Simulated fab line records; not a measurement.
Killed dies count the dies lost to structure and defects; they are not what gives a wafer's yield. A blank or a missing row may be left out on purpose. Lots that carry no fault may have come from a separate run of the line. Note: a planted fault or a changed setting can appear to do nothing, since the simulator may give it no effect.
Chamber matching || flow nandHarc || rieDiel-02 running NHARC_A_STAIRCASE_TRIM_187: 4 sister chambers
The step chemistry O2, time 211.2 s. 8 wafers are shown with their chamber, then 8 later ones without.

WAFERS PAIRED WITH THEIR CHAMBERS
{"wafer": "L079.2", "chamber": 3, "showerheadPlenumPTorr (Torr)": 3.50, "drypumpMotorCurrentA (A)": 5.0}
{"wafer": "L083.1", "chamber": 1, "showerheadPlenumPTorr (Torr)": 3.50, "drypumpMotorCurrentA (A)": 5.8}
{"wafer": "L083.2", "chamber": 0, "showerheadPlenumPTorr (Torr)": 3.72, "drypumpMotorCurrentA (A)": 5.6}
{"wafer": "L083.6", "chamber": 0, "showerheadPlenumPTorr (Torr)": 3.72, "drypumpMotorCurrentA (A)": 5.7}
{"wafer": "L087.1", "chamber": 1, "showerheadPlenumPTorr (Torr)": 3.49, "drypumpMotorCurrentA (A)": 5.8}
{"wafer": "L087.2", "chamber": 3, "showerheadPlenumPTorr (Torr)": 3.49, "drypumpMotorCurrentA (A)": 4.9}
{"wafer": "L087.4", "chamber": 2, "showerheadPlenumPTorr (Torr)": 3.68, "drypumpMotorCurrentA (A)": 6.2}
{"wafer": "L092.1", "chamber": 2, "showerheadPlenumPTorr (Torr)": 3.67, "drypumpMotorCurrentA (A)": 6.2}

WAFERS WITHOUT THEIR CHAMBER
{"wafer": "L092.3", "showerheadPlenumPTorr (Torr)": 3.71, "drypumpMotorCurrentA (A)": 5.7}
{"wafer": "L092.6", "showerheadPlenumPTorr (Torr)": 3.48, "drypumpMotorCurrentA (A)": 4.9}
{"wafer": "L094.1", "showerheadPlenumPTorr (Torr)": 3.67, "drypumpMotorCurrentA (A)": 6.3}
{"wafer": "L094.4", "showerheadPlenumPTorr (Torr)": 3.70, "drypumpMotorCurrentA (A)": 5.6}
{"wafer": "L094.5", "showerheadPlenumPTorr (Torr)": 3.48, "drypumpMotorCurrentA (A)": 5.8}
{"wafer": "L097.1", "showerheadPlenumPTorr (Torr)": 3.67, "drypumpMotorCurrentA (A)": 6.2}
{"wafer": "L097.2", "showerheadPlenumPTorr (Torr)": 3.48, "drypumpMotorCurrentA (A)": 5.8}
{"wafer": "L097.4", "showerheadPlenumPTorr (Torr)": 3.70, "drypumpMotorCurrentA (A)": 5.6}

WHICH CHAMBER EACH ONE RAN IN
{"wafer": "L092.3", "from the rows above": 0, "in truth": 0}
{"wafer": "L092.6", "from the rows above": 3, "in truth": 3}
{"wafer": "L094.1", "from the rows above": 2, "in truth": 2}
{"wafer": "L094.4", "from the rows above": 0, "in truth": 0}
{"wafer": "L094.5", "from the rows above": 1, "in truth": 1}
{"wafer": "L097.1", "from the rows above": 2, "in truth": 2}
{"wafer": "L097.2", "from the rows above": 1, "in truth": 1}
{"wafer": "L097.4", "from the rows above": 0, "in truth": 0}
Correct placement for 8 of the 8. Number that these rows cannot place: 0. Wrongly placed: 0.
How it was worked out, from the rows above alone: a wafer's distance from a chamber is the root of the sum, over the readings, of the square of ((its reading less the chamber's mean) divided by the reading's scatter). The wafer belongs to the nearest chamber; if the next one is less than 2 further off, it can't be placed. For every chamber, the mean is computed from those of its wafers that are shown. The scatter: take each reading less its chamber's mean, square it, sum over the shown wafers, divide by the number of wafers less the number of chambers, and take the root.
